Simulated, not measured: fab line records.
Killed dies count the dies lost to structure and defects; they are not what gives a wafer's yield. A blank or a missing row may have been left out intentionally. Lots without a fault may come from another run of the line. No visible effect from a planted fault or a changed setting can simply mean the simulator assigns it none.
Problem report in the 8D (eight disciplines) form, filled by code    flow n5 finfet    the parts of the form that need people (team, actions taken, sign-off) are left out

## 1. WHAT WENT WRONG
Mean of oes product au at N5_BEOL_M2_ETCHBACK_99: 0.33 a.u. across 2 wafers in 2 lots; on wafers with no fault it is 0.85 a.u. (standard deviation 0.077). Relative to the usual mean, that is a shift of -6.8 standard deviations.
The step: etches SiO2 in CHF3, target depth 5 nm, time 10.4 s.
Earliest sighting: wafer L509.2 on rie diel-04 at day 8 16:08. Wafers with a number at this step in the record: 23, from 8 lots. Rule for "out" (also "out of limits"): further than 4 standard deviations from the usual mean. The other wafers with a number count as sound.

## 2. WHAT IT IS; WHAT IT IS NOT
question                     is                        is not
which readings at this step  oes product au            drypump motor current A, mfc ar sccm, rf vpp V, showerhead plenum p Torr, throttle valve pct
which lots                   L509, L510                L503, L517, L518, L522, L523, L524
which wafers of those lots   L509.2, L510.2            L509.1, L509.3, L510.1, L510.3
read on which tools          rie diel-02, rie diel-04  rie diel-03
when                         from day 8 16:08          up to then (4 sound wafers); but 17 sound wafers of L510, L517, L518, L522, L523, L524 came after

## 3. WHAT RULES OUT EACH SUSPECT
Counting: a tool at a process step up to the reading stays a suspect if it ran every lot that is out. Sound lots after the first of them don't rule it out here, since some wafers of a struck lot are sound.
- pvd sputter-02 at N5_BEOL_M2_HM_DEP_02 (deposits TiN, target thk 20 nm): kept. It processed each lot that is out (first: L509, day 8 10:15); up to then, its last sound lot is L503 (day 7 02:26).
Remaining after the count: pvd sputter-02 at N5_BEOL_M2_HM_DEP_02.

## 4. THE CAUSE (what the simulator had put in)
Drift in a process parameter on pvd sputter-02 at N5_BEOL_M2_HM_DEP_02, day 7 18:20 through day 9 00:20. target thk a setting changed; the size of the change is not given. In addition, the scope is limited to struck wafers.
After counting, this tool was the only one left.

## 5. SEQUENCE OF EFFECTS, ordered by route
Rows list readings where the struck wafers' mean (over those with a number) sits beyond 3 standard deviations from the usual. Only readings whose record carries a usual standard deviation are examined. hours: median over the lots of the time between each lot's start at the first step of this table that gives one and its start at this step. sigmas: the change, counted in usual standard deviations.
hours  step                     reading               usual      on struck wafers  change  sigmas
0      N5_BEOL_M2_ETCHBACK_99   oes product au        0.85 a.u.  0.33              -0.52   -6.8
145    N5_PASSIVATION_PROBE_49  defect limited yield  91.4 %     0.0               -91.4   -65
145    N5_PASSIVATION_PROBE_49  killed_at_M0_to_M3    32         1108              +1076   +99 or more
145    N5_PASSIVATION_PROBE_49  killed dies           101        1180              +1079   +63
145    N5_PASSIVATION_PROBE_49  killed on rim         14         152               +138    +31
145    N5_PASSIVATION_PROBE_49  sort_bin_5_function   5.0 %      96.0              +91.0   +98
145    N5_PASSIVATION_PROBE_49  sort n pass           1078       0                 -1078   -63
145    N5_PASSIVATION_PROBE_49  sort yield pct        91.4 %     0.0               -91.4   -65
Process steps it contains:
- N5_BEOL_M2_ETCHBACK_99: etches SiO2 in CHF3, target depth 5 nm, time 10.4 s.
- N5_PASSIVATION_PROBE_49
Readings that are blank on the struck wafers while sound wafers have them: trench depth nm at N5_BEOL_M2_OCD_MEAS_38; cd nm at N5_BEOL_M2_CD_MEAS_35.

## 6. WHAT WOULD HAVE CAUGHT IT SOONER
The fault began at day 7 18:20; the first out-of-limits reading in this record came at day 8 16:08, 22 hours later.
An alarm limit of 4 standard deviations would not have fired on the tool readings at N5_BEOL_M2_HM_DEP_02 for which the record gives a usual standard deviation, since none of them was out on any struck wafer.
By day 8 16:08 the whole set of lots that are out, 2 in number, had already begun N5_BEOL_M2_HM_DEP_02 on pvd sputter-02. None of them would have been spared by holding the tool at that moment.
